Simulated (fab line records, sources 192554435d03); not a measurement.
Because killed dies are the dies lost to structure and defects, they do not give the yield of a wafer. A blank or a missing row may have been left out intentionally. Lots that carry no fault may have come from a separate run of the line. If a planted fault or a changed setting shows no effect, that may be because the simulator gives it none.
Lot-split experiment | flow n5_finfet | on a route of 1938 steps: 7 lots, 21 wafers read

== SPLIT DETAILS ==
At N5_BEOL_M3_TRENCH_ETCH_37 (etches SiOC in C4F6/O2, target depth 55.555 nm, time 29.2 s), the setting time_s was moved away from the recipe's 29.2 s on 6 of the 21 wafers read, by -19.6% to +5.9%. All remaining wafers had this setting at the recipe value.

== FROM THE SPLIT TO THE READING: what the file shows between them, 2 steps ==
- N5_BEOL_M3_ETCH_41: etches SiCN in CH3F/O2, target depth 29.9 nm, time 52.5 s
- N5_BEOL_M3_STRIP_97: strips in N2/H2, time 10 s

== THE READING ==
trench_depth_nm, in nm, at N5_BEOL_M3_OCD_MEAS_38. A value of 55.0 nm with a standard deviation of 1.3 nm is what fault-free wafers of this fab line usually give.

wafer  | tool, chamber at the split | time_s as run, s | against the recipe | trench_depth_nm, nm | against lot-mates on the recipe
L075.1 | rie_diel-02, 3             | 27.11            | -7.2%              | 51.2                | -3.4
L075.3 | rie_diel-02, 1             | 29.2             | recipe             | 53.8                | -
L075.4 | rie_diel-02, 3             | 29.2             | recipe             | 55.4                | -
L084.3 | rie_diel-03, 3             | 29.2             | recipe             | 56.2                | -
L084.4 | rie_diel-03, 2             | 29.2             | recipe             | 55.1                | -
L084.6 | rie_diel-03, 3             | 29.2             | recipe             | 55.6                | -
L083.1 | rie_diel-04, 2             | 29.2             | recipe             | 54.0                | -
L083.2 | rie_diel-04, 0             | 29.2             | recipe             | 54.1                | -
L083.6 | rie_diel-04, 2             | 29.2             | recipe             | 54.1                | -
L089.1 | rie_diel-02, 3             | 29.2             | recipe             | 55.7                | -
L089.2 | rie_diel-02, 0             | 29.2             | recipe             | 52.7                | -
L089.4 | rie_diel-02, 1             | 29.2             | recipe             | 54.5                | -
L091.4 | rie_diel-02, 2             | 29.2             | recipe             | 56.8                | -
L091.5 | rie_diel-02, 1             | 29.2             | recipe             | 54.1                | -
L091.6 | rie_diel-02, 2             | 26.68            | -8.6%              | 52.2                | -3.2
L095.3 | rie_diel-02, 2             | 30.91            | +5.9%              | 59.4                | +3.2
L095.4 | rie_diel-02, 2             | 29.2             | recipe             | 56.2                | -
L095.5 | rie_diel-02, 1             | 30.91            | +5.9%              | 57.4                | +1.2
L097.2 | rie_diel-02, 3             | 23.47            | -19.6%             | 45.6                | -9.4
L097.4 | rie_diel-02, 0             | 29.2             | recipe             | 55.0                | -
L097.5 | rie_diel-02, 1             | 23.47            | -19.6%             | 43.0                | -12.0

THE FIT
A straight line over all 21 wafers: trench_depth_nm changes by +0.53 nm for each +1% of time_s; r = +0.95; the points scatter about the line by 1.2 nm.
The same after taking each lot's own level away (the mean of its wafers on the recipe; 21 wafers): +0.513 nm for each +1%; r = +0.96; scatter 1 nm.
Per that fit: largest time_s move, reading shift of 10 nm.
The lots' own levels span 54.07 to 56.20 nm, that is 1.6 times the standard deviation above.
Hence the lot-to-lot level has little effect on the slope; both slopes agree.
Check: -10.6 nm against its lot-mates is what the line predicts for one of the wafers moved furthest among these (-19.6%) when that wafer is left out of the fit. Against them it came out at -9.4 nm.

== THE WHOLE CHAIN: every reading that the file lists as answering this split, in the file's order ==
step                      | what it does                                                | reading                                                                   | change (the file's fit)               | r (the file's)
N5_BEOL_M3_TRENCH_ETCH_37 | etches SiOC in C4F6/O2, target depth 55.555 nm, time 29.2 s | BEOL_M3.feature_depth_nm (the simulator's own value, which no gauge read) | +0.496 nm for each +1% of the setting | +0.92
N5_BEOL_M3_TRENCH_ETCH_37 | etches SiOC in C4F6/O2, target depth 55.555 nm, time 29.2 s | etch.depth_nm (the simulator's own value, which no gauge read)            | +0.496 nm for each +1% of the setting | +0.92
N5_BEOL_M3_OCD_MEAS_38    |                                                             | trench_depth_nm                                                           | +0.507 nm for each +1% of the setting | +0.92

== THE FILE'S OWN FIT ==
trench_depth_nm changes by +0.507 nm for each +1% of time_s, r = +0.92.
